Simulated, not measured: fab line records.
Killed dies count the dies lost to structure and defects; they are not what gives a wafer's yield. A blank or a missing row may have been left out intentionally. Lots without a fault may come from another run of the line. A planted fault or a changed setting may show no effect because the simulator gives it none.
Struck lot and sound lot, side by side || flow n5Finfet || 21 out of 1938 route steps
Sound: these wafers, L162.4, L162.5, L162.6. The struck wafers were L180.2, L180.5, L180.6. Last of all comes the cause.
At each step with rows: each side's tool, then ch and its chambers, then its first start. Under that, the readings that differ: sound wafers || struck wafers || difference of the means || sigmas: that difference in standard deviations of wafers without a fault.
alike: readings with means less than 2 such deviations apart, plus words and numbers identical on both sides. not compared: withheld readings, readings lacking a value on some wafer, bounds such as >300 that could conceal the same value, and numbers that have no deviation in the record and whose values overlap.
A row with sigmas, a row that says differs or no value, or rows on one side alone: a step with any of these is where the two part. Numbers that don't overlap but have no deviation are shown without sigmas and don't part them. A reading missing from all wafers of one side parts the sides only when that side holds two or more wafers.

first, 10 steps without rows for these wafers: N5_BEOL_M15_DESCUM_15 (chemistry O2, time 7.9 s); N5_BEOL_M15_ETCH_59 (etches BARC in N2/H2, target depth 89 nm, overetch 26.7 nm, time 67.9 s); N5_BEOL_M15_VIA_ETCH_16 (etches SiO2 in C4F8/O2/Ar, target depth 1792.2 nm); N5_BEOL_M15_STRIP_63 (strips in O2); N5_BEOL_M15_STRIP_64 (strips in O2); N5_BEOL_M15_STRIP_65 (strips in post etch residue remover, time 60 s); N5_BEOL_M15_SRD_66 (time 30 s, dry time 30 s); N5_BEOL_M15_COAT_56 (time 60 s, resist thk 550 nm); N5_BEOL_M15_ETCH_57 (etches SOC in N2/H2, time 750 s); N5_BEOL_M15_COAT_60 (time 60 s, resist thk 89 nm).
N5_BEOL_M15_COAT_22: resist thk 800 nm.
  sound on lithoTrack-02 ch 0, day 11 12:52; struck on lithoTrack-02 ch 0, day 16 04:01
{"reading": "spinSpeedRpm (rpm)", "sound": "1704.1 1704.6 1703.5", "struck": "1491.4 1491.8 1492.1", "difference": -212.3, "sigmas": "-99 or more"}
{"reading": "model.coat_of_BEOL_M15_COAT_22.thkNm (nm)", "sound": "803.2 801.8 799.8", "struck": "851 852.6 850.6", "difference": "+50", "sigmas": ""}
then, 8 steps without rows for these wafers: N5_BEOL_M15_EBR_24; N5_BEOL_M15_SOFTBAKE_23 (time 60 s); N5_BEOL_M15_EXPOSE_25 (exposes mask M15, target cd 400 nm); N5_BEOL_M15_PEB_26 (peb time 90 s); N5_BEOL_M15_DEVELOP_27 (develop time 45 s); N5_BEOL_M15_HARDBAKE_32 (time 120 s); N5_BEOL_M15_DESCUM_33 (chemistry O2, time 7.9 s); N5_BEOL_M15_ETCH_61 (etches BARC in N2/H2, target depth 89 nm, overetch 26.7 nm, time 67.9 s).
N5_BEOL_M15_TRENCH_ETCH_34: etches SiO2 in C4F8/O2/Ar, target depth 872.93 nm, time 199 s.
  sound on rieDiel-05 ch 1,2,3, day 11 13:19; struck on rieDiel-05 ch 0,2,3, day 16 04:35
{"reading": "model.coat_of_BEOL_M15_COAT_22.thkNm (nm)", "sound": "552.4 544.2 543.4", "struck": "603.2 593.8 591.2", "difference": "+49.4", "sigmas": ""}
  alike: drypumpMotorCurrentA, heInnerTorr, oesProductAu, rfVppV, showerheadPlenumPTorr, throttleValvePct
  not compared: rfHoursCounterH
N5_PASSIVATION_PROBE_49:
  sound on prober-02 at day 12 08:59; struck on prober-01 at day 17 03:11
{"reading": "killed_at_M0_to_M3", "sound": "49 34 49", "struck": "17 22 28", "difference": -22, "sigmas": -2}
{"reading": "killedOpen", "sound": "72 81 81", "struck": "33 52 65", "difference": -28, "sigmas": -2}
{"reading": "sort_bin_5_function (%)", "sound": "5.9 5.7 6.9", "struck": "3.1 4.0 4.8", "difference": -2.2, "sigmas": -2}
  alike: defectLimitedYield, killed_at_M4_up, killedAtContacts, killedAtFrontEnd, killedAtOther, killedDies, killedShort, sort_bin_6_memory, sort_bin_8_speed, sortNPass, sortYieldPct

== WHERE THEY PART ==
Earliest at N5_BEOL_M15_COAT_22; latest, in this record, at N5_PASSIVATION_PROBE_49.

WHY: what had been put in by the simulator
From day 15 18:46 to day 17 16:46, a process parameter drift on lithoTrack-02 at N5_BEOL_M15_COAT_22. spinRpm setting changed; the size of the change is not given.
